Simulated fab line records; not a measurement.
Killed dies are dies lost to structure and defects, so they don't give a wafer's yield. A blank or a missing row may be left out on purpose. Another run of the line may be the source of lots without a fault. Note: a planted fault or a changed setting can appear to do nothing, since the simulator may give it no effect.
fab line records	flow nand_harc
record: lots: 13	wafers: 39	last_day: 24
route steps=1159 shown P_BONDPAD@371 A_ONON_D1@437 END@1159
lots that met no fault: from a run of the same line without faults
start_h: hours from the record's first day to the start of the lot's first wafer shown	wait_h: hours from the lot's prior step to this one	" same as the row above	L1.1+2: several wafers, shown together as one row	- value missing, or start not given	* or withheld: withheld	< > ~ a bound
route shown NAME@n: a module of which the file shows steps, and the number in the route of the first	usual: mean/standard deviation taken from wafers without a fault	same: alike in all rows	chamber/n: place in a boat	sites: the reading at each site	_std_site: the standard deviation of these	_edge_site: outer sites' mean less inner sites'	radius_mm: how far each site lies from the wafer's centre	mask NAME#n: copy n	behind: the last tool/chamber to shape the wafer	hold: reason for holding the lot/hours on hold/outcome of the hold	device: the transistor (n, p or np) that didn't switch	end of line: the route-end tests of the same wafers	for a step that has no rows: nothing shown but its recipe	killed: the dies lost at the first sort to structure and to defects; this is not the yield of the wafer	map: dies across one wafer; x = killed, . = not, _ = none there
set.NAME: the setting the step ran with; set.NAME@STEP: the setting that earlier step ran with	model.NAME: the simulator's own value behind a step, which no gauge read
a sample of lots followed through the steps of the route, with each step as a table and each wafer as a row
services: a tool's chamber out of use, with start hour (start_h, from the record's first day; less than 0 if before it), hours out, and reason
== steps ==
step: NHARC_P_BONDPAD_STRIP_15
recipe: o2_flow_sccm: 500	ar_flow_sccm: 0	bias_w: 0	chemistry: O2
usual: drypump_motor_current_A: 5.9/0.42	o2_flow_sccm: 499.8/1.4	oes_product_au: 0.999/0.0088	rf_vpp_V: 57.6/0.89	showerhead_plenum_p_Torr: 3.48/0.13	throttle_valve_pct: 17.035/0.0095
lot.wafer	tool	chamber	start_h	wait_h	drypump_motor_current_A	o2_flow_sccm	oes_product_au	rf_hours_counter_h	rf_vpp_V	showerhead_plenum_p_Torr	throttle_valve_pct
L414.2	rie_diel-13	1	143.18	0.1	5.4	499.5	1.003	12	58.2	3.60	17.014
L414.3	"	3	"	"	5.8	499.7	1.017	16	56.3	3.31	17.027
L414.5	"	2	"	"	5.5	498.2	0.993	-	57.7	3.33	17.031
L415.2	rie_diel-06	0	147.10	0.1	5.7	498.8	0.998	27	58.2	3.38	17.037
L415.3	"	1	"	"	5.0	498.7	0.995	31	56.2	3.46	17.047
L415.6	"	0	"	"	5.7	499.6	0.996	-	58.3	3.38	17.032
L416.2	rie_diel-08	3	152.93	0.1	5.9	499.4	0.974	1	56.7	3.39	17.042
L416.3	"	0	"	"	5.8	497.5	1.001	2	57.6	3.63	17.027
L416.5	"	2	"	"	6.0	500.7	1.004	-	57.7	3.58	17.029
L417.2	rie_diel-08	0	156.07	0.1	5.8	498.2	1.006	2	58.2	3.63	17.033
L417.3	"	2	"	"	6.0	501.2	0.990	2	58.4	3.58	17.049
L417.5	"	0	"	"	5.8	499.9	1.014	-	57.9	3.63	17.048
L419.2	rie_diel-13	2	158.75	0.1	5.5	500.2	1.003	18	57.9	3.33	17.041
L419.6	"	0	"	"	5.4	500.7	0.996	-	59.5	3.66	17.028
L419.5	"	1	"	"	5.4	500.3	1.003	-	56.7	3.59	17.044
L418.3	rie_diel-08	3	158.99	0.1	5.9	499.9	0.988	2	57.7	3.39	17.045
L418.4	"	1	"	"	6.8	498.1	0.992	2	57.8	3.43	17.044
L418.5	"	3	"	"	5.9	499.5	0.992	-	56.9	3.39	17.030
L421.2	rie_diel-08	3	173.17	0.1	5.9	501.3	0.992	3	56.4	3.38	17.022
L421.3	"	2	"	"	6.0	498.0	0.998	4	57.6	3.58	17.040
L421.6	"	3	"	"	5.9	499.4	1.001	-	58.2	3.38	17.036
L422.1	rie_diel-13	2	187.91	0.1	5.5	501.0	1.011	27	56.8	3.32	17.035
L422.2	"	3	"	"	5.8	499.4	1.022	29	56.5	3.30	17.044
L422.3	"	0	"	"	5.4	503.8	1.003	27	57.9	3.66	17.048
L424.2	rie_diel-08	3	195.13	0.1	5.9	500.5	0.996	5	56.8	3.38	17.041
L424.4	"	0	"	"	5.9	502.0	1.014	6	57.4	3.63	17.035
L424.3	"	1	"	"	6.8	503.8	0.996	6	55.8	3.43	17.049
L433.4	rie_diel-08	3	244.97	0.1	5.9	498.7	0.990	11	58.4	3.38	17.031
L433.3	"	1	"	"	6.8	495.0	0.994	11	57.4	3.43	17.033
L433.5	"	3	"	"	5.9	499.4	0.987	-	58.9	3.38	17.047
L434.2	rie_diel-08	0	263.32	0.1	5.8	500.8	0.997	12	58.9	3.63	17.043
L434.4	"	2	"	"	6.0	502.5	0.996	11	58.1	3.58	17.025
L434.1	"	3	"	"	5.9	498.7	1.000	12	56.4	3.38	17.026
L435.3	rie_diel-13	2	265.85	0.1	5.5	498.2	1.001	55	57.7	3.31	17.028
L435.5	"	1	"	"	5.4	498.6	1.005	-	58.0	3.57	17.042
L435.6	"	2	"	"	5.5	499.4	1.004	-	58.2	3.31	17.029
L436.2	rie_diel-08	1	278.02	0.1	6.8	498.1	1.000	14	57.6	3.42	17.041
L436.6	"	0	"	"	5.8	499.4	0.996	-	57.5	3.63	17.024
L436.5	"	1	"	"	6.8	499.1	0.995	-	56.9	3.42	17.031
step: NHARC_A_ONON_D1_THK_MEAS_18
recipe: thk_meas_gauge: ellipsometry
usual: thk_nm: 997/9.4
lot.wafer	tool	chamber	start_h	wait_h	thk_nm
L414.2	film_metro-01	-	177.01	-	994
L414.3	"	-	"	"	996
L414.5	"	-	"	"	995
L415.2	film_metro-01	-	182.11	-	1004
L415.3	"	-	"	"	1004
L415.6	"	-	"	"	1001
L416.2	film_metro-01	-	190.30	-	997
L416.3	"	-	"	"	996
L416.5	"	-	"	"	996
L417.2	film_metro-02	-	190.30	-	1010
L417.3	"	-	"	"	1011
L417.5	"	-	"	"	1011
L418.3	film_metro-02	-	194.17	-	1013
L418.4	"	-	"	"	1012
L418.5	"	-	"	"	1013
L419.2	film_metro-02	-	194.18	-	986
L419.5	"	-	"	"	984
L419.6	"	-	"	"	986
L421.2	film_metro-01	-	206.52	-	985
L421.3	"	-	"	"	983
L421.6	"	-	"	"	982
L422.1	film_metro-01	-	226.95	-	985
L422.2	"	-	"	"	985
L422.3	"	-	"	"	985
L424.2	film_metro-02	-	231.02	-	990
L424.3	"	-	"	"	991
L424.4	"	-	"	"	989
L433.3	film_metro-01	-	282.36	-	992
L433.4	"	-	"	"	990
L433.5	"	-	"	"	991
L435.3	film_metro-01	-	300.29	-	972
L435.5	"	-	"	"	975
L435.6	"	-	"	"	973
L434.1	film_metro-02	-	300.30	-	998
L434.2	"	-	"	"	998
L434.4	"	-	"	"	1000
L436.2	film_metro-02	-	313.76	-	1006
L436.5	"	-	"	"	1004
L436.6	"	-	"	"	1005
step: NHARC_A_ONON_D1_DEP_22
recipe: target_thk_a: 10000	n2_flow_sccm: 2750	n2o_flow_sccm: 2000	nh3_flow_sccm: 500	sih4_flow_sccm: 210	temp_c: 400
lot.wafer	tool	chamber	start_h	wait_h
L414.2+3+5	pecvd_onon-03	0	177.69	0.1
L415.2+3+6	pecvd_onon-01	0	182.79	0.1
L416.2+3+5	pecvd_onon-01	0	190.97	0.1
L417.2+3+5	pecvd_onon-02	0	190.99	0.1
L419.2+5+6	pecvd_onon-03	0	194.86	0.1
L418.3+4+5	pecvd_onon-02	0	194.90	0.2
L421.2+3+6	pecvd_onon-02	0	207.20	0.1
L422.1+2+3	pecvd_onon-02	0	227.58	0.1
L424.2+3+4	pecvd_onon-02	0	231.70	0.1
L433.3+4+5	pecvd_onon-03	0	283.12	0.2
L434.1+2+4	pecvd_onon-03	0	300.92	0.1
L435.3+5+6	pecvd_onon-01	0	301.03	0.2
L436.2+5+6	pecvd_onon-02	0	314.45	0.1
step: NHARC_A_ONON_D1_THK_MEAS_24
recipe: thk_meas_gauge: ellipsometry
usual: thk_nm: 1002/9.4
lot.wafer	tool	chamber	start_h	wait_h	thk_nm
L414.2	film_metro-02	-	178.17	-	996
L414.3	"	-	"	"	997
L414.5	"	-	"	"	996
L415.2	film_metro-02	-	183.25	-	994
L415.3	"	-	"	"	992
L415.6	"	-	"	"	994
L416.2	film_metro-01	-	191.42	-	982
L416.3	"	-	"	"	983
L416.5	"	-	"	"	984
L417.2	film_metro-02	-	191.44	-	1013
L417.3	"	-	"	"	1011
L417.5	"	-	"	"	1013
L418.3	film_metro-01	-	195.30	-	1007
L418.4	"	-	"	"	1007
L418.5	"	-	"	"	1006
L419.2	film_metro-02	-	195.31	-	1007
L419.5	"	-	"	"	1008
L419.6	"	-	"	"	1007
L421.2	film_metro-02	-	207.65	-	1025
L421.3	"	-	"	"	1023
L421.6	"	-	"	"	1022
L422.1	film_metro-02	-	228.08	-	700
L422.2	"	-	"	"	702
L422.3	"	-	"	"	701
L424.2	film_metro-02	-	232.16	-	703
L424.3	"	-	"	"	700
L424.4	"	-	"	"	701
L433.3	film_metro-02	-	283.52	-	1008
L433.4	"	-	"	"	1009
L433.5	"	-	"	"	1007
L435.3	film_metro-02	-	301.43	-	1012
L435.5	"	-	"	"	1011
L435.6	"	-	"	"	1011
L434.1	film_metro-01	-	301.43	-	992
L434.2	"	-	"	"	995
L434.4	"	-	"	"	995
L436.2	film_metro-02	-	314.91	-	996
L436.5	"	-	"	"	995
L436.6	"	-	"	"	993
step: NHARC_A_ONON_D1_INSPECT_32
usual: raw_defect_count: 74/25
lot.wafer	tool	chamber	start_h	wait_h	raw_defect_count
L414.2	defect_inspect-01	-	179.94	0.0	94
L414.3	"	-	"	"	64
L414.5	"	-	"	"	70
L415.2	defect_inspect-02	-	184.95	0.0	73
L415.3	"	-	"	"	80
L415.6	"	-	"	"	56
L416.2	defect_inspect-01	-	193.13	0.0	121
L416.3	"	-	"	"	76
L416.5	"	-	"	"	83
L417.2	defect_inspect-01	-	193.15	0.0	78
L417.3	"	-	"	"	84
L417.5	"	-	"	"	96
L418.3	defect_inspect-02	-	196.95	0.0	46
L418.4	"	-	"	"	58
L418.5	"	-	"	"	65
L419.2	defect_inspect-01	-	197.01	0.0	105
L419.5	"	-	"	"	163
L419.6	"	-	"	"	90
L421.2	defect_inspect-02	-	209.34	0.0	135
L421.3	"	-	"	"	79
L421.6	"	-	"	"	89
L422.1	defect_inspect-02	-	229.87	0.0	82
L422.2	"	-	"	"	81
L422.3	"	-	"	"	74
L424.2	defect_inspect-01	-	233.84	0.0	98
L424.3	"	-	"	"	90
L424.4	"	-	"	"	97
L433.3	defect_inspect-02	-	285.31	0.0	45
L433.4	"	-	"	"	54
L433.5	"	-	"	"	38
L435.3	defect_inspect-01	-	303.09	0.0	101
L435.5	"	-	"	"	57
L435.6	"	-	"	"	73
L434.1	defect_inspect-01	-	303.11	0.0	60
L434.2	"	-	"	"	47
L434.4	"	-	"	"	62
L436.2	defect_inspect-02	-	316.60	0.0	55
L436.5	"	-	"	"	69
L436.6	"	-	"	"	88
step: NHARC_END_SORT_01
recipe: temp_c: 25
usual: killed_at_array: 21/8.9	killed_at_other: 0.8/1.3	killed_at_periphery: 3.6/2.4	killed_dies: 26/8.9	killed_open: 3.1/1.8	killed_short: 1.9/1.3
same: gross_dies: 677
lot.wafer	tool	chamber	start_h	wait_h	killed_at_array	killed_at_other	killed_at_periphery	killed_dies	killed_open	killed_short
L422.1	prober-01	0	493.77	2.5	671	5	1	677	2	2
L422.2	prober-01	0	494.58	2.8	675	0	2	677	2	0
L422.3	prober-01	0	495.39	3.1	671	3	3	677	4	3
L424.2	prober-02	0	494.60	2.8	672	0	5	677	3	4
L424.3	prober-02	0	495.38	3.1	670	0	7	677	4	3
L424.4	prober-02	0	496.17	3.4	673	0	4	677	2	0
killed by level:class
L422.1 A_ONON_D1:area_dep=640 A_CHANNEL_HOLE_D1:chamber_film_flake=19 A_SLIT:chamber_film_flake=5 THIN_TSV:chamber_film_flake=5 A_CONTACT:chamber_film_flake=2 P_GATE:geometric_particle:open=1 A_ONON_D1:geometric_particle:open=1 A_CHANNEL_HOLE_D1:geometric_particle:short=1
L422.2 A_ONON_D1:area_dep=647 A_CHANNEL_HOLE_D1:chamber_film_flake=12 A_SLIT:chamber_film_flake=11 P_M1:chamber_film_flake=2 A_WL_FILL:chamber_film_flake=2 A_CONTACT:geometric_particle:open=1 A_M0:geometric_particle:open=1 A_STAIRCASE:chamber_film_flake=1
L424.2 A_ONON_D1:area_dep=658 A_CONTACT:chamber_film_flake=4 A_CHANNEL_HOLE_D1:chamber_film_flake=3 P_M1:chamber_film_flake=2 P_STI:geometric_particle:open=1 P_GATE:geometric_particle:short=1 A_CHANNEL_FILL_D1:geometric_particle:short=1 A_SGD_CUT:geometric_particle:open=1
L424.3 A_ONON_D1:area_dep=658 P_M1:chamber_film_flake=5 A_CHANNEL_HOLE_D1:chamber_film_flake=4 P_GATE:geometric_particle:open=1 P_M0:geometric_particle:open=1 A_ONON_D1:geometric_particle:short=1 A_CHANNEL_FILL_D1:geometric_particle:short=1 A_SGD_CUT:geometric_particle:open=1
L422.3 A_ONON_D1:area_dep=639 A_CHANNEL_HOLE_D1:chamber_film_flake=16 A_SLIT:chamber_film_flake=7 THIN_TSV:chamber_film_flake=3 A_WL_FILL:geometric_particle:short=2 P_M0:geometric_particle:open=1 A_ONON_D1:geometric_particle:open=1 A_WL_FILL:geometric_particle:open=1
L424.4 A_ONON_D1:area_dep=665 P_M1:chamber_film_flake=4 A_CONTACT:chamber_film_flake=4 A_CHANNEL_HOLE_D1:geometric_particle:open=1 A_M0:geometric_particle:open=1 A_CHANNEL_HOLE_D1:chamber_film_flake=1 A_WL_FILL:chamber_film_flake=1
== services ==
tool	chamber	start_h	hours	kind
rie_diel-08	-	124.80	9.0	pm
rie_diel-08	0	124.80	9.0	vent_cycle
rie_diel-08	1	124.80	9.0	vent_cycle
rie_diel-08	2	124.80	9.0	vent_cycle
rie_diel-08	3	124.80	9.0	vent_cycle
rie_diel-08	0	133.80	-	clean
rie_diel-08	1	133.80	-	clean
rie_diel-08	2	133.80	-	clean
rie_diel-13	1	144.18	5.4	repair
pecvd_onon-03	-	153.21	13.0	pm
rie_diel-13	1	165.26	10.3	repair
pecvd_onon-01	-	195.00	13.0	pm
rie_diel-06	-	209.21	0.9	repair
rie_diel-06	3	214.06	39.4	repair
rie_diel-08	2	217.48	6.4	repair
rie_diel-06	-	241.51	9.0	pm
rie_diel-08	0	256.90	5.9	repair
rie_diel-06	3	263.77	7.5	repair
rie_diel-08	0	268.76	5.8	repair
rie_diel-13	-	270.66	0.1	repair
rie_diel-06	2	288.44	2.8	repair
rie_diel-13	2	288.70	9.7	repair
pecvd_onon-02	-	292.00	13.0	pm
rie_diel-08	-	301.80	9.0	pm
== key ==
first_sign: step: NHARC_A_ONON_D1_THK_MEAS_24	reading: thk_nm	direction: down	sigmas: 32	usual: 1002	struck: 701
effect: step: NHARC_END_SORT_01	reading: killed_at_array	direction: up	sigmas: 73	usual: 21	struck: 672
more_kills_born_at: NHARC_A_ONON_D1_DEP_22@pecvd_onon-02: 3907
met_at NHARC_A_ONON_D1_DEP_22
struck_lots L422,L424
struck_wafers L422.1,L422.2,L422.3,L424.2,L424.3,L424.4
later_rows_left_out L422.1,L422.2,L422.3,L424.2,L424.3,L424.4
tester_left_out L422,L424
not_acting_at NHARC_P_BONDPAD_STRIP_15,NHARC_A_ONON_D1_THK_MEAS_18,NHARC_A_ONON_D1_INSPECT_32
onset_between 207.20 227.58
fault: kind: process_parameter_drift	tool: pecvd_onon-02	chamber: 0	onset_h: 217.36	steps: NHARC_A_ONON_D1_DEP_22	channel: target_thk_a	offset: *	shape: step	end_h: 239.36	acts_in: *	stated: *
tester_left_out: of these lots the tester's yield and bins aren't shown, on N5 and GAA mostly nor the transistor test; their killed dies are dies lost to structure and defects alone, not to doping, threshold or leakage, so they don't give the yield
later_rows_left_out: the simulator's readings of these wafers behind a module that went badly wrong aren't trusted and aren't shown, but for the sort
